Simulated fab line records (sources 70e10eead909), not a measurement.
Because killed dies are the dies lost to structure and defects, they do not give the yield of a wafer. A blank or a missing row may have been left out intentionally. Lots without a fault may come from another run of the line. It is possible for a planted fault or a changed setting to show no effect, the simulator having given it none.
Which tool was responsible? ; flow nandHarc ; 24 lots with 72 wafers sampled at 3 steps, on a route of 1302 steps

WHAT THE GAUGES SHOWED, per wafer
NHARC_A_CONTACT_CD_MEAS_15.
lot;measured;on;cdNm (nm)
L074;day 21 22:43;cdSem-01;189.9 189.6 190.7
L075;day 22 18:33;cdSem-03;191.2 190.6 191.7
L076;day 22 20:50;cdSem-03;190.0 189.6 190.2
L079;day 24 02:26;cdSem-03;189.2 190.0 189.8
L077;day 24 03:14;cdSem-02;189.8 190.3 189.7
L078;day 24 04:08;cdSem-02;189.5 190.5 189.9
L080;day 24 22:30;cdSem-02;189.2 190.8 190.0
L082;day 25 15:17;cdSem-03;189.0 188.8 189.8
L081;day 25 19:43;cdSem-02;190.4 191.6 190.0
L083;day 26 07:55;cdSem-03;188.5 189.1 188.7
L084;day 26 09:02;cdSem-01;190.2 190.4 190.2
L085;day 27 03:32;cdSem-01;189.1 189.2 189.1
L086;day 27 11:59;cdSem-02;189.4 188.5 189.5
L087;day 27 16:08;cdSem-01;189.5 189.4 190.0
L088;day 27 18:53;cdSem-03;190.0 191.2 190.4
L091;day 28 13:52;cdSem-02;190.4 189.5 190.8
L089;day 28 14:17;cdSem-02;190.0 189.1 190.5
L090;day 28 19:42;cdSem-01;190.4 190.6 191.2
L093;day 29 20:34;cdSem-01;190.0 190.3 190.5
L092;day 29 22:25;cdSem-01;189.1 189.5 189.7
L094;day 30 03:05;cdSem-03;189.5 188.9 189.7
L095;day 30 22:34;cdSem-03;190.4 191.0 190.3
L096;day 31 00:04;cdSem-02;189.8 189.7 189.1
L097;day 31 16:24;cdSem-03;190.7 190.1 189.4

NHARC_A_M0_CD_MEAS_09: target cd 80 nm.
lot;measured;on;cdNm (nm)
L074;day 22 05:40;cdSem-03;79.5 78.8 80.6
L075;day 23 01:25;cdSem-03;79.7 79.4 79.3
L076;day 23 03:50;cdSem-02;79.6 81.4 81.1
L079;day 24 09:29;cdSem-02;79.8 80.5 80.2
L077;day 24 10:44;cdSem-03;80.1 80.4 80.8
L078;day 24 11:22;cdSem-03;80.6 81.1 81.3
L080;day 25 05:32;cdSem-01;79.2 78.2 79.3
L082;day 25 22:18;cdSem-02;79.2 80.2 79.8
L081;day 26 02:48;cdSem-03;80.6 81.3 81.3
L083;day 26 14:47;cdSem-03;80.6 79.9 81.3
L084;day 26 16:59;cdSem-03;79.8 80.3 79.5
L085;day 27 10:32;cdSem-02;79.6 80.0 79.7
L086;day 27 18:57;cdSem-03;78.7 80.5 80.0
L087;day 27 23:25;cdSem-02;80.8 79.7 81.1
L088;day 28 01:51;cdSem-03;80.8 80.3 81.9
L091;day 28 20:50;cdSem-01;81.5 79.5 80.7
L089;day 28 21:16;cdSem-02;78.0 78.7 79.7
L090;day 29 02:43;cdSem-02;80.7 81.5 81.2
L093;day 30 03:26;cdSem-02;79.8 79.6 80.2
L092;day 30 05:24;cdSem-02;80.7 80.2 81.1
L094;day 30 09:58;cdSem-02;79.9 80.0 80.2
L095;day 31 05:38;cdSem-03;81.1 79.3 80.5
L096;day 31 07:04;cdSem-03;78.9 79.2 81.3
L097;day 31 23:14;cdSem-03;79.9 79.9 79.9

WHAT TOOL EACH LOT RAN ON (gives the tool, then ch and the chambers of the sampled wafers, and finally the start)
lot;NHARC_A_CONTACT_ETCH_30
L074;rieDiel-02 ch 0,3, day 21 22:43 or earlier
L075;rieDiel-02 ch 0,1, day 22 18:33 or earlier
L076;rieDiel-12 ch 0,2, day 22 20:50 or earlier
L079;rieDiel-12 ch 1,2,3, day 24 02:26 or earlier
L077;rieDiel-13 ch 0,1,2, day 24 03:14 or earlier
L078;rieDiel-13 ch 1,3, day 24 04:08 or earlier
L080;rieDiel-13 ch 0,1, day 24 22:30 or earlier
L082;rieDiel-12 ch 0,1,3, day 25 15:17 or earlier
L081;rieDiel-02 ch 0,2,3, day 25 19:43 or earlier
L083;rieDiel-13 ch 1,2, day 26 07:55 or earlier
L084;rieDiel-13 ch 1,3, day 26 09:02 or earlier
L085;rieDiel-02 ch 1,3, day 27 03:32 or earlier
L086;rieDiel-13 ch 0,1,3, day 27 11:59 or earlier
L087;rieDiel-13 ch 0,2,3, day 27 16:08 or earlier
L088;rieDiel-02 ch 0,1,3, day 27 18:53 or earlier
L091;rieDiel-13 ch 1,3, day 28 13:52 or earlier
L089;rieDiel-13 ch 2,3, day 28 14:17 or earlier
L090;rieDiel-13 ch 0,3, day 28 19:42 or earlier
L093;rieDiel-13 ch 0,1,2, day 29 20:34 or earlier
L092;rieDiel-13 ch 0,1, day 29 22:25 or earlier
L094;rieDiel-02 ch 1,2, day 30 03:05 or earlier
L095;rieDiel-02 ch 1,2,3, day 30 22:34 or earlier
L096;rieDiel-13 ch 0,2, day 31 00:04 or earlier
L097;rieDiel-13 ch 1,3, day 31 16:24 or earlier
- NHARC_A_CONTACT_ETCH_30: etches the open film in CF4/CHF3, target depth 72.6 nm, time 36.3 s.

AS READ BY THE TOOLS THEMSELVES (means over the sampled wafers that have a number; for cases with no such wafer, the mark the record gives instead)
NHARC_A_CONTACT_ETCH_30.
lot;tool;drypumpMotorCurrentA (A);oesProductAu (a.u.);rfVppV (V);showerheadPlenumPTorr (Torr);throttleValvePct (%)
L074;rieDiel-02;5.5;0.961;368.8;1.51;16.797
L075;rieDiel-02;6.1;0.943;370.5;1.57;16.805
L076;rieDiel-12;5.7;0.928;371.6;1.61;16.797
L079;rieDiel-12;5.6;0.969;371.1;1.58;16.804
L077;rieDiel-13;5.9;0.925;367.4;1.48;16.801
L078;rieDiel-13;5.7;0.927;367.9;1.49;16.804
L080;rieDiel-13;5.8;0.923;366.2;1.46;16.803
L082;rieDiel-12;5.4;0.925;368.7;1.54;16.808
L081;rieDiel-02;5.7;0.954;368.2;1.50;16.810
L083;rieDiel-13;6.3;0.923;366.7;1.48;16.800
L084;rieDiel-13;5.9;0.965;367.9;1.47;16.804
L085;rieDiel-02;5.5;0.967;367.7;1.50;16.802
L086;rieDiel-13;5.6;0.931;367.1;1.47;16.794
L087;rieDiel-13;5.7;0.930;368.4;1.49;16.807
L088;rieDiel-02;5.8;0.971;369.0;1.53;16.808
L091;rieDiel-13;5.7;0.922;368.0;1.48;16.799
L089;rieDiel-13;6.1;0.916;368.2;1.51;16.801
L090;rieDiel-13;5.1;0.961;367.5;1.47;16.804
L093;rieDiel-13;5.9;0.974;366.9;1.47;16.803
L092;rieDiel-13;5.4;0.984;367.1;1.45;16.811
L094;rieDiel-02;5.8;0.966;368.1;1.50;16.805
L095;rieDiel-02;5.6;0.930;368.2;1.49;16.802
L096;rieDiel-13;5.5;0.979;373.1;1.64;16.808
L097;rieDiel-13;6.0;0.913;371.9;1.63;16.809

THE ANSWER, worked out from the rows above alone
Rule: what is usual is taken from the lots themselves. Put in order of their means at a reading, lots are off if they are a third of the lots or fewer, leave a main group of 4 or more, and stand apart from it by a gap of 3 or more times the standard deviation of the main group's means; of several such gaps the widest counts. A main group whose means are all the same, to the digits that the tables above print for the reading, isn't used. Also off: a lot with no number at a reading for which 4 or more lots have one. Where the step has rows for the other lots, those lots are counted as sound. After the gauges, taken in route order, come the tools' own readings; for these a lot's mean is taken, as printed above. The first step at which some lot is off is used, and at that step the reading that is off furthest; a lot without a number counts as furthest.
Across all readings shown, no lot is off: no conclusion can be drawn from this.

WHAT HAD BEEN PUT IN BY THE SIMULATOR
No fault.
